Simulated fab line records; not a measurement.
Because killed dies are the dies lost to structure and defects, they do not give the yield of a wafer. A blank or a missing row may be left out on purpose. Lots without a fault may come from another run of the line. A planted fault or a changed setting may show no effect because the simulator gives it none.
Split-lot study + flow n5-finfet + 21 wafers read across 7 lots, on a route 1938 steps long

## ON THE SPLIT
At N5_SD_EPI_N_PEB_07 (peb time 60 s), the setting peb-temp-c was moved away from the recipe's 110 C on 9 of the 21 wafers read, by -1.8% to +2.3%. This setting was run at the recipe's value on the other wafers.

## FROM THE SPLIT ON TO THE READING: in between, the file shows 1 step
- N5_SD_EPI_N_DEVELOP_08: develop time 30 s

## THE READING
cd-nm (nm) at N5_SD_EPI_N_CD_MEAS_09, where the cd target is 120 nm. On this fab line, fault-free wafers typically give 119.4 nm with a standard deviation of 0.73 nm.

| wafer  | tool, chamber at the split | peb-temp-c as run, C | against the recipe | cd-nm, nm | against lot-mates on the recipe |
|--------|----------------------------|----------------------|--------------------|-----------|---------------------------------|
| L075.1 | litho-track-01, 0          | 110                  | recipe             | 119.8     | -                               |
| L075.3 | litho-track-01, 0          | 108.6                | -1.3%              | 115.5     | -4.0                            |
| L075.4 | litho-track-01, 0          | 110                  | recipe             | 119.3     | -                               |
| L079.1 | litho-track-05, 0          | 112.2                | +2.0%              | 126.0     | +6.3                            |
| L079.3 | litho-track-05, 0          | 110                  | recipe             | 119.7     | -                               |
| L079.5 | litho-track-05, 0          | 112.2                | +2.0%              | 125.2     | +5.5                            |
| L081.2 | litho-track-05, 0          | 112.5                | +2.3%              | 126.4     | no lot-mate on the recipe       |
| L081.4 | litho-track-05, 0          | 112.5                | +2.3%              | 126.3     | no lot-mate on the recipe       |
| L081.6 | litho-track-05, 0          | 112.5                | +2.3%              | 127.3     | no lot-mate on the recipe       |
| L083.1 | litho-track-01, 0          | 111.7                | +1.5%              | 123.8     | +4.1                            |
| L083.4 | litho-track-01, 0          | 111.7                | +1.5%              | 122.7     | +3.0                            |
| L083.5 | litho-track-01, 0          | 110                  | recipe             | 119.7     | -                               |
| L085.1 | litho-track-01, 0          | 110                  | recipe             | 118.0     | -                               |
| L085.2 | litho-track-01, 0          | 110                  | recipe             | 119.1     | -                               |
| L085.6 | litho-track-01, 0          | 110                  | recipe             | 119.2     | -                               |
| L087.1 | litho-track-04, 0          | 110                  | recipe             | 120.0     | -                               |
| L087.2 | litho-track-04, 0          | 110                  | recipe             | 119.6     | -                               |
| L087.3 | litho-track-04, 0          | 110                  | recipe             | 118.7     | -                               |
| L097.1 | litho-track-05, 0          | 110                  | recipe             | 119.8     | -                               |
| L097.3 | litho-track-05, 0          | 108                  | -1.8%              | 113.4     | -6.1                            |
| L097.5 | litho-track-05, 0          | 110                  | recipe             | 119.3     | -                               |

THE FIT
A straight line over all 21 wafers: cd-nm changes by +3.11 nm for each +1% of peb-temp-c; r = +0.99; the points scatter about the line by 0.6 nm.
The same after taking each lot's own level away (the mean of its wafers on the recipe; 18 wafers): +2.91 nm for each +1%; r = +0.98; scatter 0.57 nm.
The reading moves by 6.6 nm for the largest change in peb-temp-c, on that fit.
Across the lots, their own levels run from 118.77 to 119.70 nm, a range of 1.3 times the standard deviation given above.
The two slopes are in agreement: the lot-to-lot level therefore moves the slope only a little.
Check: with one of the wafers moved furthest among these (+2.0%) left out of the fit, the line predicts +5.46 nm for it against its lot-mates. It came out at +6.3 nm against them.

## OTHER SPLITS APPLIED TO THESE WAFERS
Note: prior to the reading, these wafers also went through further splits. Each is held against what the fit with the lots' levels taken away leaves over:
| other split on the same wafers       | wafers away from the commonest value | r with cd-nm (lot level and that fit taken away) |
|--------------------------------------|--------------------------------------|--------------------------------------------------|
| N5_FIN_SAQP_HM_DEP_03 time-s         | 5                                    | -0.43                                            |
| N5_FIN_SAQP_EXPOSE_13 dose-mj        | 5                                    | -0.06                                            |
| N5_STI_FIN_REVEAL_ETCHBACK_08 time-s | 5                                    | -0.18                                            |
| N5_SD_EPI_N_COAT_33 spin-rpm         | 7                                    | +0.18                                            |

## THE WHOLE CHAIN: every reading that the file lists as answering this split, in the file's order
| step                    | what it does                                                | reading                                                         | change (the file's fit)              | r (the file's) |
|-------------------------|-------------------------------------------------------------|-----------------------------------------------------------------|--------------------------------------|----------------|
| N5_SD_EPI_N_CD_MEAS_09  | target cd 120 nm                                            | cd-nm                                                           | +2.95 nm for each +1% of the setting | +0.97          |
| N5_SD_EPI_N_DESCUM_14   | chemistry O2, time 7.9 s                                    | SD_EPI_N.cd-nm (the simulator's own value, which no gauge read) | +3.09 nm for each +1% of the setting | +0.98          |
| N5_SD_EPI_N_ETCH_35     | etches SOC in N2/H2, overetch 108 nm, time 486 s            | SD_EPI_N.cd-nm (the simulator's own value, which no gauge read) | +2.92 nm for each +1% of the setting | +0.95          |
| N5_SD_EPI_N_ETCHBACK_44 | etches SiNx in CH3F/O2, stops on SiO2, target depth 14.5 nm | SD_EPI_N.cd-nm (the simulator's own value, which no gauge read) | +2.99 nm for each +1% of the setting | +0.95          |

## FILE'S OWN FIT
cd-nm changes by +2.95 nm for each +1% of peb-temp-c, r = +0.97.
